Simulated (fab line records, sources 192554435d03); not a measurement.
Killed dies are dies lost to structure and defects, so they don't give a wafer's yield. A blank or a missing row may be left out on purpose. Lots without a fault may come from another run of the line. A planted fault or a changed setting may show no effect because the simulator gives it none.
A struck lot beside a sound one | flow n5_finfet | 15 steps out of a route of 1938
Sound: wafers L474.1, L474.3, L474.4. Struck: wafers L462.3, L462.5, L462.6. The cause comes at the end.
At each step with rows: each side's tool, then ch and its chambers, then its first start. Under that, the readings that differ: sound wafers | struck wafers | difference of the means | sigmas: that difference in standard deviations of wafers without a fault.
alike: readings whose means differ by less than 2 such deviations, and words and numbers that are the same on both sides. not compared: withheld readings, readings that some wafer has no value for, bounds like >300 that may hide the same value, and numbers for which the record gives no deviation and whose values overlap.
The two part at a step that has a row with sigmas, a row that says differs or no value, or rows on one side only. Numbers that don't overlap but have no deviation are shown without sigmas and don't part them. A reading that every wafer of one side lacks parts them only if that side has two wafers or more.

N5_BEOL_M11_CMP_52: polishes, stops on SiCOH lowk, t overpolish 7 s, target thk 140 nm.
  sound on cmp-02 ch 0,1,3, day 15 18:38; struck on cmp-03 ch 0,2,3, day 11 10:38
  alike: barrier_field_endpoint_s, edge_zone_pressure_frac, motor_current_A, overpolish_run_s, time_to_endpoint_s
N5_BEOL_M11_THK_MEAS_53: measures by xrf.
  sound on film_metro-01, day 15 18:56; struck on film_metro-01, day 11 10:49
  alike: M11_THK
then, 1 step without rows for these wafers: N5_BEOL_M11_PRE_CLEAN_55 (time 15 s).
N5_BEOL_M11_DEP_56: deposits SiCN from 3MS/NH3, target thk 30 nm, time 10.5 s.
  sound on pecvd-03 ch 0,1,2, day 15 18:59; struck on pecvd-04 ch 0,1,2, day 11 10:52
  alike: showerhead_plenum_p_Torr, throttle_valve_pct
N5_BEOL_M11_RS_MEAS_57: measures by four-point-probe.
  sound on film_metro-02, day 15 19:03; struck on film_metro-02, day 11 10:56
  alike: M11_RS
N5_BEOL_M11_INSPECT_58: inspects for defects (darkfield).
  sound on defect_inspect-02, day 15 19:05; struck on defect_inspect-02, day 11 10:58
  alike: raw_defect_count
N5_BEOL_M12_ILD_DEP_00: deposits SiOC from DEMS/O2, target thk 658.92 nm, time 130.7 s.
  sound on pecvd-02 ch 0,1, day 15 19:07; struck on pecvd-01 ch 0,1, day 11 10:59
  alike: heater_power_w, showerhead_plenum_p_Torr, throttle_valve_pct
N5_BEOL_M12_THK_MEAS_01:
  sound on film_metro-01, day 15 19:14; struck on film_metro-02, day 11 11:08
  alike: M12_ILD_THK
then, 4 steps without rows for these wafers: N5_BEOL_M12_COAT_58 (time 60 s, resist thk 89 nm); N5_BEOL_M12_COAT_04 (resist thk 400 nm); N5_BEOL_M12_EBR_06; N5_BEOL_M12_SOFTBAKE_05 (time 60 s).
N5_BEOL_M12_EXPOSE_07: exposes mask V11.
  sound on krf_scanner-01 ch 0, day 15 19:30; struck on krf_scanner-02 ch 0, day 11 11:16
  reading              | sound             | struck            | difference | sigmas
  exposure_dose_mJ_cm2 | 32.53 32.48 32.54 | 31.45 31.49 31.47 | -1.05      | -34
  alike: mask
then, 1 step without rows for these wafers: N5_BEOL_M12_PEB_08 (peb time 90 s).
N5_PASSIVATION_PROBE_49:
  the record has rows for the struck wafers here (prober-01, day 13 07:16) and none for the sound ones

WHERE THEY PART
First at N5_BEOL_M12_EXPOSE_07; last, within this record, at N5_PASSIVATION_PROBE_49.

WHY: what the simulator had put in
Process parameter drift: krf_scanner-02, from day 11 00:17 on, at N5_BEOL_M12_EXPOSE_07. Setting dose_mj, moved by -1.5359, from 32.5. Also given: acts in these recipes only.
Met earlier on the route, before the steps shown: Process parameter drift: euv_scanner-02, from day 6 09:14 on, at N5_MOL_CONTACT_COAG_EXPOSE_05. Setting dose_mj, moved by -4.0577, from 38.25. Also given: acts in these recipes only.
